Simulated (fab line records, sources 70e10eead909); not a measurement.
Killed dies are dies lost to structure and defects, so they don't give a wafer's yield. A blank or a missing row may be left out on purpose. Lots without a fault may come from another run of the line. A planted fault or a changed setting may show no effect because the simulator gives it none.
A struck lot beside a sound one | flow nand_harc | 16 steps out of a route of 1159
Sound: wafers L565.2, L565.4, L565.5. Struck: wafer L569.2. (L569.3, L569.5 of the same lot were not struck and are left out.) The cause comes at the end.
At each step with rows: each side's tool, then ch and its chambers, then its first start. Under that, the readings that differ: sound wafers | struck wafers | difference of the means | sigmas: that difference in standard deviations of wafers without a fault.
alike: readings whose means differ by less than 2 such deviations, and words and numbers that are the same on both sides. not compared: withheld readings, readings that some wafer has no value for, bounds like >300 that may hide the same value, and numbers for which the record gives no deviation and whose values overlap.
The two part at a step that has a row with sigmas, a row that says differs or no value, or rows on one side only. Numbers that don't overlap but have no deviation are shown without sigmas and don't part them. A reading that every wafer of one side lacks parts them only if that side has two wafers or more.

NHARC_P_START_INSPECT_01:
  sound on defect_inspect-01, day 1 18:02; struck on defect_inspect-01, day 2 18:02
  alike: raw_defect_count
then, 10 steps without rows for these wafers: NHARC_P_ZERO_WELL_PRECLEAN_00 (cleans in SPM, time 600 s); NHARC_P_ZERO_WELL_SRD_01; NHARC_P_ZERO_WELL_PECVD_02 (deposits SiO2, target thk 10 nm); NHARC_P_ZERO_WELL_DEHYDRATE_03 (time 120 s); NHARC_P_ZERO_WELL_HMDS_04 (time 30 s); NHARC_P_ZERO_WELL_COAT_64 (time 65 s); NHARC_P_ZERO_WELL_COAT_05 (resist thk 600 nm); NHARC_P_ZERO_WELL_SOFTBAKE_06 (time 70 s); NHARC_P_ZERO_WELL_EBR_07; NHARC_P_ZERO_WELL_EXPOSE_08 (exposes mask P ZERO, target cd 500 nm).
NHARC_P_ZERO_WELL_PEB_09: peb time 80 s.
  sound on litho_track-02 ch 0, day 1 19:10; struck on litho_track-02 ch 0, day 2 19:10
  reading                  | sound             | struck | difference | sigmas
  heater_power_total_W (W) | 190.9 189.7 188.6 | 230.9  | +41.2      | +52
  alike: chill_plate_temp_C, exhaust_pa
then, 1 step without rows for these wafers: NHARC_P_ZERO_WELL_DEVELOP_10 (time 50 s).
NHARC_P_ZERO_WELL_CD_MEAS_11: target cd 500 nm.
  sound on cd_sem-03 ch 0, day 1 19:16; struck on cd_sem-01 ch 0, day 2 19:16
  reading    | sound             | struck | difference | sigmas
  cd_nm (nm) | 504.1 498.6 499.5 | 481.4  | -19.3      | -7
then, 2 steps without rows for these wafers: NHARC_P_ZERO_WELL_HARDBAKE_12 (time 65 s); NHARC_END_SORT_01.

WHERE THEY PART
First at NHARC_P_ZERO_WELL_PEB_09; last, within this record, at NHARC_P_ZERO_WELL_CD_MEAS_11.

WHY: what the simulator had put in
Process parameter drift: litho_track-02, from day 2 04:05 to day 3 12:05, at NHARC_P_ZERO_WELL_PEB_09. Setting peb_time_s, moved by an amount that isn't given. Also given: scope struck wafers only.
